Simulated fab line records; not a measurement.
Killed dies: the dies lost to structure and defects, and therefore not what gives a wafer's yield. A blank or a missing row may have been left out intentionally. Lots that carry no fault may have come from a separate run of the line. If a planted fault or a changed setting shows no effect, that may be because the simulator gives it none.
fab line records	flow n5-finfet
[record] lots = 10	wafers = 29	last-day = 16
route steps=1938 shown BEOL_M4@1111 BEOL_M9@1449 BEOL_M10@1470 PASSIVATION@1936
lots that met no fault: from a run of the same line without faults
start-h: hours from the record's opening day to when the first of the lot's shown wafers began	wait-h: hours since the lot's step before	" the same as in the row above	L1.1+2: a row that stands for several wafers	- no value, or no start given	* or withheld: withheld	< > ~ a bound
route shown NAME@n: NAME is a module with steps in the file, n the number in the route of the first one	usual: mean/standard deviation taken from wafers without a fault	same: alike in all rows	chamber/n: place in a boat	sites: each site's reading	_std_site: the values' standard deviation	_edge_site: mean of outer sites minus mean of inner sites	radius-mm: how far each site lies from the wafer's centre	mask NAME#n: copy n	behind: the tool/chamber that last shaped the wafer	hold: reason for holding the lot/hours on hold/outcome of the hold	device: whichever transistor did not switch (one of n, p or np)	end of line: the route-end tests of the same wafers	where a step has no rows: the recipe by itself	killed: dies that structure and defects cost at the first sort, which is not the same as the wafer's yield	map: per-die view of a wafer (x killed, . not killed, _ where there is no die)
set.NAME: the setting as run; set.NAME@STEP: as run at that earlier step	model.NAME: the simulator's own value behind a step, which no gauge read
one table for each step of the route and one row for each wafer, over a sample of lots
services: when a tool's chamber went out of use (start-h, in hours from the record's first day, below 0 if earlier), for how many hours, and the reason
[[steps]]
[step N5_BEOL_M4_RC_MEAS_101]
[usual] DIBL_N = 36.2/1.2	DIBL_P = 36.3/1.3	IOFF_N = 0.155/0.019	IOFF_P = 0.210/0.029	ION_N = 677/8.6	ION_P = 465/6.8	SS_N = 71.4/0.48	SS_P = 73.2/0.53	VT_N = 249.9/2.4	VT_P = -250/3.2
lot.wafer	tool	chamber	start-h	wait-h	DIBL_N[mV/V]	DIBL_P[mV/V]	IOFF_N[nA/um]	IOFF_P[nA/um]	ION_N[uA/um]	ION_P[uA/um]	SS_N[mV/dec]	SS_P[mV/dec]	VT_N[mV]	VT_P[mV]
L984.4	prober-01	0	188.14	0.5	34.5	35.1	0.138	0.196	682	470	70.4	73.4	250.0	-249
L984.5	"	0	"	"	34.6	34.9	0.140	0.194	670	465	70.7	72.7	251.1	-251
L984.6	"	0	"	"	34.0	34.1	0.121	0.177	664	456	70.3	72.9	253.0	-254
L985.1	prober-02	0	199.88	0.0	35.7	36.0	0.144	0.215	671	463	71.6	73.4	251.6	-249
L985.3	"	0	"	"	37.4	38.4	0.182	0.245	678	469	70.9	74.0	246.6	-247
L985.4	"	0	"	"	37.0	37.4	0.166	0.222	666	464	71.0	73.7	249.5	-248
L986.2	prober-02	0	206.36	0.2	37.6	37.0	0.164	0.198	679	458	71.6	73.7	248.7	-252
L986.5	"	0	"	"	37.2	36.6	0.149	0.181	673	457	71.4	74.1	252.1	-253
L986.6	"	0	"	"	36.1	35.7	0.144	0.183	674	465	71.0	73.3	251.6	-251
L987.2	prober-02	0	216.28	0.2	35.7	36.7	0.176	0.239	682	470	71.8	72.9	251.2	-250
L987.3	"	0	"	"	34.8	35.9	0.147	0.219	680	474	70.9	74.0	250.3	-252
L987.6	"	0	"	"	33.7	34.1	0.128	0.190	681	467	70.7	73.0	250.1	-250
L990.2	prober-01	0	224.86	0.2	37.3	38.1	0.192	0.255	688	467	71.8	74.0	248.3	-245
L990.3	"	0	"	"	35.2	36.1	0.156	0.230	674	461	71.5	73.6	248.8	-245
L990.6	"	0	"	"	35.7	36.5	0.164	0.228	676	467	71.1	72.9	248.3	-249
L993.4	prober-01	0	261.68	0.5	35.9	36.1	0.138	0.197	662	462	71.7	73.6	251.8	-250
L993.5	"	0	"	"	34.9	34.8	0.127	0.173	664	461	71.5	72.1	252.5	-252
L993.6	"	0	"	"	37.9	38.3	0.181	0.234	681	466	72.2	73.4	248.7	-250
L996.3	prober-01	0	265.65	0.3	37.0	37.8	0.187	0.269	680	469	71.5	74.1	245.6	-244
L996.4	"	0	"	"	36.3	37.1	0.175	0.266	696	479	71.9	73.7	247.8	-247
L996.5	"	0	"	"	36.7	37.1	0.172	0.257	686	478	71.8	73.1	245.8	-246
L995.2	prober-02	0	273.99	0.2	35.4	37.3	0.158	0.225	674	462	71.5	74.0	251.2	-249
L995.3	"	0	"	"	34.9	36.4	0.147	0.215	675	469	71.8	73.4	249.0	-249
L995.5	"	0	"	"	35.6	37.5	0.172	0.238	680	472	70.5	73.7	248.5	-246
L997.2	prober-01	0	280.87	0.2	34.9	35.2	0.129	0.162	666	449	71.6	72.5	256.9	-258
L997.3	"	0	"	"	35.5	36.2	0.147	0.182	669	455	71.6	73.1	251.4	-253
L997.4	"	0	"	"	35.7	36.4	0.152	0.187	672	453	72.4	73.1	251.7	-254
L999.2	prober-02	0	282.73	0.2	36.5	37.6	0.155	0.216	672	464	70.9	73.4	250.2	-248
L999.5	"	0	"	"	35.7	36.6	0.142	0.194	676	464	71.5	73.3	251.9	-251
[step N5_BEOL_M9_OCD_MEAS_38]
[usual] trench-depth-nm = 151.6/2.4
lot.wafer	tool	chamber	start-h	wait-h	trench-depth-nm
L984.4	ocd-02	-	234.27	-	152.6
L984.5	"	-	"	"	148.0
L984.6	"	-	"	"	156.3
L985.1	ocd-01	-	247.63	-	150.1
L985.3	"	-	"	"	153.0
L985.4	"	-	"	"	154.0
L986.2	ocd-01	-	254.70	-	148.7
L986.5	"	-	"	"	149.3
L986.6	"	-	"	"	152.1
L987.2	ocd-02	-	264.01	-	157.3
L987.3	"	-	"	"	149.2
L987.6	"	-	"	"	151.7
L990.2	ocd-01	-	271.59	-	156.1
L990.3	"	-	"	"	154.3
L990.6	"	-	"	"	150.0
L996.3	ocd-02	-	305.82	-	155.7
L996.4	"	-	"	"	154.2
L996.5	"	-	"	"	154.2
L993.4	ocd-01	-	306.30	-	152.8
L993.5	"	-	"	"	146.8
L993.6	"	-	"	"	150.0
L995.2	ocd-02	-	313.99	-	147.0
L995.3	"	-	"	"	151.4
L995.5	"	-	"	"	151.9
L997.2	ocd-01	-	319.41	-	151.7
L997.3	"	-	"	"	150.2
L997.4	"	-	"	"	152.0
L999.2	ocd-01	-	323.82	-	152.3
L999.5	"	-	"	"	148.9
[step N5_BEOL_M9_SURFACE_TREAT_79]
[recipe] gas = Ar	time-s = *	ion-energy-ev = *	ion-current-ma-cm2 = 0.5	pressure-mtorr = *	ar-flow-sccm = 30
[usual] throttle-valve-pct = *
lot.wafer	tool	chamber	start-h	wait-h	throttle-valve-pct
L984.4	pvd-sputter-02	-	238.25	0.2	*
L984.5	"	-	"	"	*
L984.6	"	-	"	"	*
L985.1	pvd-sputter-02	-	249.02	0.3	*
L985.3	"	-	"	"	*
L985.4	"	-	"	"	*
L986.2	pvd-sputter-02	-	256.86	0.2	*
L986.5	"	-	"	"	*
L986.6	"	-	"	"	*
L987.2	pvd-sputter-02	-	264.90	0.2	*
L987.3	"	-	"	"	*
L987.6	"	-	"	"	*
L990.2	pvd-sputter-02	-	273.10	0.2	*
L990.3	"	-	"	"	*
L990.6	"	-	"	"	*
L996.3	pvd-sputter-01	-	307.04	0.2	*
L996.4	"	-	"	"	*
L996.5	"	-	"	"	*
L993.4	pvd-sputter-02	-	307.44	0.0	*
L993.5	"	-	"	"	*
L993.6	"	-	"	"	*
L995.2	pvd-sputter-02	-	314.96	0.2	*
L995.3	"	-	"	"	*
L995.5	"	-	"	"	*
L997.2	pvd-sputter-03	-	320.82	0.5	*
L997.3	"	-	"	"	*
L997.4	"	-	"	"	*
L999.2	pvd-sputter-02	-	325.74	0.2	*
L999.5	"	-	"	"	*
[step N5_BEOL_M9_ANNEAL_51]
[recipe] temp-c = 225	time-s = 90	ambient = N2
[usual] wafer_temp_C_max = 226.4/0.42
lot.wafer	tool	chamber	start-h	wait-h	wafer_temp_C_max
L984.4	rtp-anneal-01	0	239.01	0.2	226.3
L984.5	"	0	"	"	226.1
L984.6	"	0	"	"	226.3
L985.1	rtp-anneal-01	0	249.73	0.3	226.4
L985.3	"	0	"	"	226.0
L985.4	"	0	"	"	226.1
L986.2	rtp-anneal-02	0	257.42	0.2	226.9
L986.5	"	0	"	"	226.4
L986.6	"	0	"	"	227.0
L987.2	rtp-anneal-02	0	267.15	0.2	226.3
L987.3	"	0	"	"	226.5
L987.6	"	0	"	"	227.4
L990.2	rtp-anneal-01	0	273.77	0.3	226.6
L990.3	"	0	"	"	226.0
L990.6	"	0	"	"	225.8
L996.3	rtp-anneal-01	0	307.53	0.1	226.3
L996.4	"	0	"	"	225.9
L996.5	"	0	"	"	226.0
L993.4	rtp-anneal-02	0	308.11	0.3	226.7
L993.5	"	0	"	"	226.5
L993.6	"	0	"	"	226.7
L995.2	rtp-anneal-02	0	316.29	0.1	226.0
L995.3	"	0	"	"	227.0
L995.5	"	0	"	"	226.8
L997.2	rtp-anneal-01	0	321.65	0.1	226.1
L997.3	"	0	"	"	226.4
L997.4	"	0	"	"	225.9
L999.2	rtp-anneal-02	0	326.33	0.2	226.7
L999.5	"	0	"	"	226.6
[step N5_BEOL_M10_ILD_DEP_00]
[recipe] material = SiCOH_lowk	target-thk-a = 3085.1	temp-c = 300	precursor = DEMS/porogen	pressure-torr = 5	rf-w = 500	time-s = 58
[usual] heater-power-w = 314/67	rf-fwd-power-W = 496.5/1.8	run-length-s = 100.9/0.52	showerhead-plenum-p-Torr = 5.738/0.015	throttle-valve-pct = 14.1/0.67
lot.wafer	tool	chamber	start-h	wait-h	heater-power-w	rf-fwd-power-W	run-length-s	showerhead-plenum-p-Torr	since-wet-clean-h	throttle-valve-pct
L984.4	pecvd-02	0	239.73	0.1	283	497.2	101.1	5.749	-	13.6
L984.5	"	1	"	"	292	492.7	101.3	5.728	-	14.3
L984.6	"	2	"	"	221	498.4	101.3	5.723	-	13.2
L985.1	pecvd-03	2	250.52	0.0	382	497.7	100.0	5.731	382	13.5
L985.3	"	1	"	"	317	496.8	100.7	5.756	1861	14.4
L985.4	"	2	"	"	397	498.1	100.0	5.729	-	13.6
L986.2	pecvd-02	1	258.17	0.0	266	494.1	101.3	5.715	1506	14.4
L986.5	"	2	"	"	187	498.6	101.4	5.691	-	13.2
L986.6	"	0	"	"	255	496.0	100.7	5.754	-	13.4
L987.2	pecvd-02	1	267.89	0.0	303	495.5	101.1	5.735	1516	14.6
L987.3	"	2	"	"	169	496.2	101.9	5.710	37	13.4
L987.6	"	0	"	"	247	495.4	100.6	5.742	-	13.5
L990.2	pecvd-03	1	274.51	0.0	339	497.9	100.9	5.765	1885	14.4
L990.3	"	2	"	"	360	495.9	101.2	5.732	406	13.3
L990.6	"	0	"	"	275	497.1	100.6	5.741	-	15.4
L996.3	pecvd-03	1	308.23	0.0	308	497.5	100.9	5.751	1918	14.3
L996.4	"	2	"	"	432	498.9	100.6	5.736	-	13.5
L996.5	"	0	"	"	220	496.4	99.9	5.718	-	15.5
L993.4	pecvd-04	2	308.85	0.1	290	496.7	100.9	5.735	-	13.8
L993.5	"	0	"	"	423	495.9	101.4	5.752	-	13.7
L993.6	"	1	"	"	281	494.6	100.2	5.751	-	14.2
L995.2	pecvd-03	2	317.04	0.0	434	-	71.0	5.734	448	13.6
L995.3	"	0	"	"	252	496.0	100.7	5.733	1202	15.4
L995.5	"	0	"	"	258	-	71.0	5.729	-	15.5
L997.2	pecvd-02	0	322.41	0.0	265	497.2	100.6	5.754	845	13.5
L997.3	"	1	"	"	308	492.7	100.9	5.756	1570	14.3
L997.4	"	0	"	"	267	495.7	100.8	5.756	-	13.7
L999.2	pecvd-03	1	327.07	0.0	307	-	71.5	5.751	1937	14.6
L999.5	"	0	"	"	283	-	71.1	5.727	-	15.3
[step N5_BEOL_M10_THK_MEAS_01]
[recipe] reads = SiCOH_lowk_of_BEOL_M10_ILD_DEP_00
[usual] M10_ILD_THK = 268/3.5
lot.wafer	tool	chamber	start-h	wait-h	M10_ILD_THK[nm]
L984.4	film-metro-01	-	240.29	0.2	268
L984.5	"	-	"	"	265
L984.6	"	-	"	"	267
L985.1	film-metro-01	-	251.11	0.4	268
L985.3	"	-	"	"	268
L985.4	"	-	"	"	273
L986.2	film-metro-02	-	258.76	0.4	261
L986.5	"	-	"	"	265
L986.6	"	-	"	"	268
L987.2	film-metro-01	-	268.49	0.4	257
L987.3	"	-	"	"	264
L987.6	"	-	"	"	271
L990.2	film-metro-01	-	275.10	0.4	269
L990.3	"	-	"	"	271
L990.6	"	-	"	"	272
L996.3	film-metro-01	-	308.83	0.3	266
L996.4	"	-	"	"	268
L996.5	"	-	"	"	272
L993.4	film-metro-01	-	309.41	0.2	269
L993.5	"	-	"	"	268
L993.6	"	-	"	"	271
L995.2	film-metro-02	-	317.63	0.4	140
L995.3	"	-	"	"	270
L995.5	"	-	"	"	137
L997.2	film-metro-02	-	323.00	0.4	264
L997.3	"	-	"	"	260
L997.4	"	-	"	"	268
L999.2	film-metro-01	-	327.66	0.4	132
L999.5	"	-	"	"	139
[step N5_PASSIVATION_PROBE_49]
[usual] defect-limited-yield = 91.2/1.4	killed_at_M0_to_M3 = 34/10	killed_at_M4_up = 13/5.1	killed-at-contacts = 12/6.5	killed-at-front-end = 41/11	killed-at-other = 4/3.3	killed-dies = 104/16	killed-on-rim = 14/3.9	killed-open = 69/13	killed-short = 33/7	sort_bin_5_function = 5.1/0.91	sort_bin_6_memory = 3.3/0.69	sort-n-pass = 1076/16	sort-yield-pct = 91.2/1.4
[same] gross-dies = 1180	killed-at-back-side = 0	sort_bin_4_leakage[%] = 0	sort_bin_8_speed[%] = 0
lot.wafer	tool	chamber	start-h	wait-h	defect-limited-yield[%]	killed_at_M0_to_M3	killed_at_M4_up	killed-at-contacts	killed-at-front-end	killed-at-other	killed-dies	killed-on-rim	killed-open	killed-short	sort_bin_5_function[%]	sort_bin_6_memory[%]	sort-n-pass	sort-yield-pct[%]
L995.2	prober-02	-	370.94	0.1	1.1	27	1089	14	34	3	1167	151	46	35	4.7	2.1	13	1.1
L995.3	prober-02	-	370.99	0.1	92.4	41	12	9	26	2	90	11	55	35	4.6	2.8	1090	92.4
L995.5	prober-02	-	371.09	0.2	1.1	32	1067	14	50	4	1167	150	61	49	5.4	3.6	13	1.1
L996.3	prober-02	-	371.42	0.1	89.6	45	12	7	52	7	123	15	87	34	5.4	4.3	1057	89.6
L996.4	prober-02	-	371.47	0.2	94.4	15	12	13	24	2	66	9	46	20	3.1	2.0	1114	94.4
L996.5	prober-02	-	371.52	0.2	90.8	25	18	10	44	11	108	17	68	35	4.9	3.6	1072	90.8
L997.2	prober-02	-	376.58	0.1	94.2	22	4	19	21	3	69	11	51	18	3.6	2.1	1111	94.2
L997.3	prober-02	-	376.63	0.1	92.4	29	6	23	26	6	90	10	57	33	4.7	2.6	1090	92.4
L997.4	prober-02	-	376.68	0.2	91.6	28	11	16	38	6	99	11	67	32	4.5	3.6	1081	91.6
L999.2	prober-02	-	385.92	0.1	1.3	34	1095	3	28	5	1165	149	62	24	3.8	3.7	15	1.3
L999.5	prober-02	-	386.07	0.2	3.1	27	1063	6	41	7	1144	147	75	30	5.4	3.1	36	3.1
// killed by level:class
L995.2 BEOL_M10:area-dep=1082 FIN_SAQP:geometric-particle:short=11 MOL_CONTACT_COAG:geometric-particle:open=10 BEOL_M0_SAQP:geometric-particle:short=8 BEOL_M0_SAQP:geometric-particle:open=6 BEOL_M3:geometric-particle:open=6 STI_FIN_REVEAL:geometric-particle:open=5 MOL_CONTACT_COAG:geometric-particle:short=4
L995.3 BEOL_M0_SAQP:geometric-particle:open=11 BEOL_M3:geometric-particle:open=11 MOL_CONTACT_COAG:geometric-particle:open=6 BEOL_M0_SAQP:geometric-particle:short=6 FIN_SAQP:geometric-particle:short=5 BEOL_M2:geometric-particle:short=5 FIN_SAQP:geometric-particle:open=4 STI_FIN_REVEAL:geometric-particle:open=4
L995.5 BEOL_M10:area-dep=1055 FIN_SAQP:geometric-particle:short=17 MOL_CONTACT_COAG:geometric-particle:open=11 BEOL_M0_SAQP:geometric-particle:open=11 STI_FIN_REVEAL:geometric-particle:open=10 BEOL_M0_SAQP:geometric-particle:short=10 FIN_SAQP:geometric-particle:open=8 BEOL_M3:geometric-particle:open=7
L996.3 STI_FIN_REVEAL:geometric-particle:open=17 FIN_SAQP:geometric-particle:open=9 BEOL_M1:geometric-particle:open=9 FIN_SAQP:geometric-particle:short=8 BEOL_M2:geometric-particle:open=8 BEOL_M0_SAQP:geometric-particle:open=8 BEOL_M3:geometric-particle:open=8 MOL_CONTACT_COAG:geometric-particle:open=7
L996.4 MOL_CONTACT_COAG:geometric-particle:open=13 STI_FIN_REVEAL:geometric-particle:open=9 BEOL_M3:geometric-particle:open=9 BEOL_M4:geometric-particle:open=6 GATE_CUT:geometric-particle:short=3 BEOL_M3:geometric-particle:short=3 STARTING-WAFER:geometric-particle:short=3 STI_FIN_REVEAL:geometric-particle:short=2
L996.5 STI_FIN_REVEAL:geometric-particle:open=18 BEOL_M3:geometric-particle:open=11 BEOL_M4:geometric-particle:open=8 MOL_CONTACT_COAG:geometric-particle:open=7 PASS1_CAP:geometric-particle:short=7 STARTING-WAFER:geometric-particle:open=6 HKMG_FIN:area-etch=5 GATE_CUT:geometric-particle:short=4
L997.2 MOL_CONTACT_COAG:geometric-particle:open=19 BEOL_M3:geometric-particle:open=13 GATE_CUT:geometric-particle:short=8 STI_FIN_REVEAL:geometric-particle:open=5 FIN_SAQP:geometric-particle:open=2 ILD0:geometric-particle:short=2 GATE_CUT:geometric-particle:open=2 BEOL_M0_SAQP:geometric-particle:open=2
L997.3 MOL_CONTACT_COAG:geometric-particle:open=20 BEOL_M3:geometric-particle:open=9 GATE_CUT:geometric-particle:short=8 BEOL_M0_SAQP:geometric-particle:open=5 STI_FIN_REVEAL:geometric-particle:open=4 DUMMY_GATE:geometric-particle:open=4 STARTING-WAFER:geometric-particle:short=4 PAD_METAL:geometric-particle:short=3
L997.4 MOL_CONTACT_COAG:geometric-particle:open=14 FIN_SAQP:geometric-particle:short=10 BEOL_M3:geometric-particle:open=10 STI_FIN_REVEAL:geometric-particle:open=9 FIN_SAQP:geometric-particle:open=7 BEOL_M1:geometric-particle:open=6 BEOL_M0_SAQP:geometric-particle:short=5 BEOL_M0_SAQP:geometric-particle:open=4
L999.2 BEOL_M10:area-dep=1074 BEOL_M3:geometric-particle:open=10 FIN_SAQP:geometric-particle:short=6 BEOL_M2:geometric-particle:open=6 DUMMY_GATE:geometric-particle:open=5 BEOL_M0_SAQP:geometric-particle:short=5 BEOL_M1:geometric-particle:open=5 BEOL_M4:geometric-particle:open=5
L999.5 BEOL_M10:area-dep=1039 BEOL_M4:geometric-particle:open=13 STI_FIN_REVEAL:geometric-particle:open=12 BEOL_M1:geometric-particle:open=8 BEOL_M3:geometric-particle:open=7 FIN_SAQP:geometric-particle:short=5 MOL_CONTACT_COAG:geometric-particle:open=5 BEOL_M2:geometric-particle:open=5
[[services]]
tool	chamber	start-h	hours	kind
pecvd-03	-	258.24	0.9	repair
pecvd-03	2	284.98	11.5	repair
pecvd-04	-	288.27	0.8	pm
pecvd-02	-	307.65	14.6	pm
pecvd-04	0	319.67	12.2	repair
[[key]]
[first-sign] step = N5_BEOL_M10_ILD_DEP_00	reading = run-length-s	direction = down	sigmas = 57	usual = *	struck = *
[effect] step = N5_BEOL_M10_THK_MEAS_01	reading = M10_ILD_THK	direction = down	sigmas = 38	usual = 268	struck = 137
[effect] step = N5_PASSIVATION_PROBE_49	reading = killed_at_M4_up	direction = up	sigmas = 99+	usual = 13	struck = 1078
[more-kills-born-at] N5_BEOL_M10_ILD_DEP_00@pecvd-03 = 4250
met-at N5_BEOL_M10_ILD_DEP_00
struck-lots L995,L999
struck-wafers L995.2,L995.5,L999.2,L999.5
later-rows-left-out L995.2,L995.5,L999.2,L999.5
not-acting-at N5_BEOL_M9_OCD_MEAS_38,N5_BEOL_M9_SURFACE_TREAT_79,N5_BEOL_M9_ANNEAL_51
onset-between 308.23 317.04
[fault] kind = process-parameter-drift	tool = pecvd-03	chamber = -	onset-h = 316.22	steps = N5_BEOL_M10_ILD_DEP_00	channel = time-s	offset = *	shape = step	end-h = 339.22	scope = struck-wafers-only	acts-in = *	stated = *
// later-rows-left-out: the simulator's readings of these wafers behind a module that went badly wrong aren't trusted and aren't shown, but for the sort
